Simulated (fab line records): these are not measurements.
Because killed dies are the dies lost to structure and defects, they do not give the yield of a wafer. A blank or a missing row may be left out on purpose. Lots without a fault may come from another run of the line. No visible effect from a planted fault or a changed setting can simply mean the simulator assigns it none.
Chamber matching / flow n5 finfet / 3 sister chambers for N5_BEOL_M3_ILD_DEP_00 on pecvd-04
The step deposits SiOC from DEMS/O2, target thk 79 nm, time 15.3 s. 6 wafers are shown with their chamber, then 8 later ones without.

## WAFERS WITH THEIR CHAMBER
wafer=L081.1; chamber=2; throttle valve pct (%)=11.3; showerhead plenum p Torr (Torr)=5.670
wafer=L081.4; chamber=0; throttle valve pct (%)=13.3; showerhead plenum p Torr (Torr)=5.675
wafer=L088.1; chamber=0; throttle valve pct (%)=13.4; showerhead plenum p Torr (Torr)=5.669
wafer=L088.4; chamber=1; throttle valve pct (%)=11.6; showerhead plenum p Torr (Torr)=5.736
wafer=L088.5; chamber=2; throttle valve pct (%)=11.6; showerhead plenum p Torr (Torr)=5.673
wafer=L090.2; chamber=1; throttle valve pct (%)=11.8; showerhead plenum p Torr (Torr)=5.730

## WAFERS WHOSE CHAMBER IS MISSING
wafer=L090.3; throttle valve pct (%)=13.4; showerhead plenum p Torr (Torr)=5.675
wafer=L090.6; throttle valve pct (%)=13.5; showerhead plenum p Torr (Torr)=5.675
wafer=L092.2; throttle valve pct (%)=13.2; showerhead plenum p Torr (Torr)=5.681
wafer=L092.4; throttle valve pct (%)=11.7; showerhead plenum p Torr (Torr)=5.680
wafer=L092.5; throttle valve pct (%)=12.0; showerhead plenum p Torr (Torr)=5.728
wafer=L093.2; throttle valve pct (%)=13.3; showerhead plenum p Torr (Torr)=5.676
wafer=L093.3; throttle valve pct (%)=11.9; showerhead plenum p Torr (Torr)=5.681
wafer=L093.5; throttle valve pct (%)=13.6; showerhead plenum p Torr (Torr)=5.702

## WHICH CHAMBER EACH WENT THROUGH
wafer=L090.3; from the rows above=0; in truth=0
wafer=L090.6; from the rows above=0; in truth=0
wafer=L092.2; from the rows above=0; in truth=0
wafer=L092.4; from the rows above=2; in truth=2
wafer=L092.5; from the rows above=1; in truth=1
wafer=L093.2; from the rows above=0; in truth=0
wafer=L093.3; from the rows above=2; in truth=2
wafer=L093.5; from the rows above=0; in truth=0
Correctly placed: 8 of 8. Number that these rows cannot place: 0. Placed wrongly: 0.
How it was worked out, from the rows above alone: a wafer's distance from a chamber is the root of the sum, over the readings, of the square of ((its reading less the chamber's mean) divided by the reading's scatter). The wafer belongs to the nearest chamber; if the next one is less than 2 further off, it can't be placed. Each chamber's mean is taken over the wafers shown for it. The scatter is the square root of a quotient: the sum, over the shown wafers, of each reading's squared deviation from its chamber's mean, divided by wafers minus chambers.
